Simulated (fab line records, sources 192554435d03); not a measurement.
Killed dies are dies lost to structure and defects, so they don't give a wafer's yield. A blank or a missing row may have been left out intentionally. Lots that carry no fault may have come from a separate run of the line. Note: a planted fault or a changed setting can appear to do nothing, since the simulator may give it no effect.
A struck lot beside a sound one ; flow n5 finfet ; 20 steps out of a route of 1938
Sound: the wafers L705.1, L705.3, L705.4. Wafers struck: L702.3, L702.4, L702.6. At the end, the cause is stated.
Order at every step that has rows: each side's tool, ch and its chambers, its first start. Under that, the readings that differ: sound wafers ; struck wafers ; difference of the means ; sigmas: that difference in standard deviations of wafers without a fault.
alike: readings whose means differ by less than 2 such deviations, and words and numbers that are the same on both sides. not compared: withheld readings, readings that some wafer has no value for, bounds like >300 that may hide the same value, and numbers for which the record gives no deviation and whose values overlap.
The two part at a step that has a row with sigmas, a row that says differs or no value, or rows on one side only. Non-overlapping numbers with no deviation appear without sigmas and do not part them. Lack of a reading on every wafer of one side parts them only where that side has two or more wafers.

first, 8 steps without rows for these wafers: N5_BEOL_M7_DESCUM_16 (chemistry O2, time 7.9 s); N5_BEOL_M7_ETCH_61 (etches SiARC in CF4, target depth 45.5 nm, time 75.8 s); N5_BEOL_M7_ETCH_62 (etches SOC in N2/H2, target depth 110 nm, overetch 22 nm, time 165 s); N5_BEOL_M7_STRIP_68 (strips in N2/H2); N5_BEOL_M7_STRIP_67 (strips in CF4); N5_BEOL_M7_HM_OPEN_17 (chemistry Cl2/BCl3, target TiN, target depth 20 nm, overetch 6 nm); N5_BEOL_M7_STRIP_19 (strips in O2); N5_BEOL_M7_COAT_63 (time 60 s, resist thk 60 nm).
N5_BEOL_M7_COAT_64: time 60 s, resist thk 12 nm.
  sound on litho track-05 ch 0, day 15 06:03; struck on litho track-02 ch 0, day 14 00:29
reading;sound;struck;difference;sigmas
spin speed rpm (rpm);1500.8 1500.4 1497.0;1431.6 1429.6 1428.6;-69.5;-63
  alike: dispense pressure kPa, heater power total W
then, 9 steps without rows for these wafers: N5_BEOL_M7_COAT_71 (time 60 s, resist thk 5 nm); N5_BEOL_M7_COAT_22 (resist thk 30 nm); N5_BEOL_M7_EBR_24; N5_BEOL_M7_SOFTBAKE_23 (time 60 s); N5_BEOL_M7_EXPOSE_25 (exposes mask V6, target cd 40 nm); N5_BEOL_M7_PEB_26 (peb time 60 s); N5_BEOL_M7_DEVELOP_27 (develop time 30 s); N5_BEOL_M7_DESCUM_33 (chemistry O2, time 7 s); N5_BEOL_M7_ETCH_72 (etches underlayer in N2/H2, target depth 6.5 nm, time 5.2 s).
N5_BEOL_M7_ETCH_65: etches SiARC in CF4, target depth 15.6 nm, time 26 s.
  sound on rie diel-03 ch 0,1,2, day 15 06:37; struck on rie diel-03 ch 0,1,2, day 14 00:56
reading;sound;struck;difference;sigmas
model.etch.depth nm (nm);11.99 11.97 12.01;12.28 12.29 12.26;+0.29;
  alike: drypump motor current A, etch rf on time s, oes product au, rf vpp V, showerhead plenum p Torr, throttle valve pct
  not compared: rf hours counter h, model.CAR-EUV_of_BEOL_M7_COAT_22.thk nm
then, 1 step without rows for these wafers: N5_BEOL_M7_ETCH_66 (etches SOC in N2/H2, target depth 80 nm, overetch 16 nm, time 120 s).

## WHERE THEY PART
Only at N5_BEOL_M7_COAT_64, as far as this record shows. Later steps at which nothing parts them and some readings are alike: N5_BEOL_M7_ETCH_65.

WHY: whatever the simulator had introduced
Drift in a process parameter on litho track-02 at N5_BEOL_M7_COAT_64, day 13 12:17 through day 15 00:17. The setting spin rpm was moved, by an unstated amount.
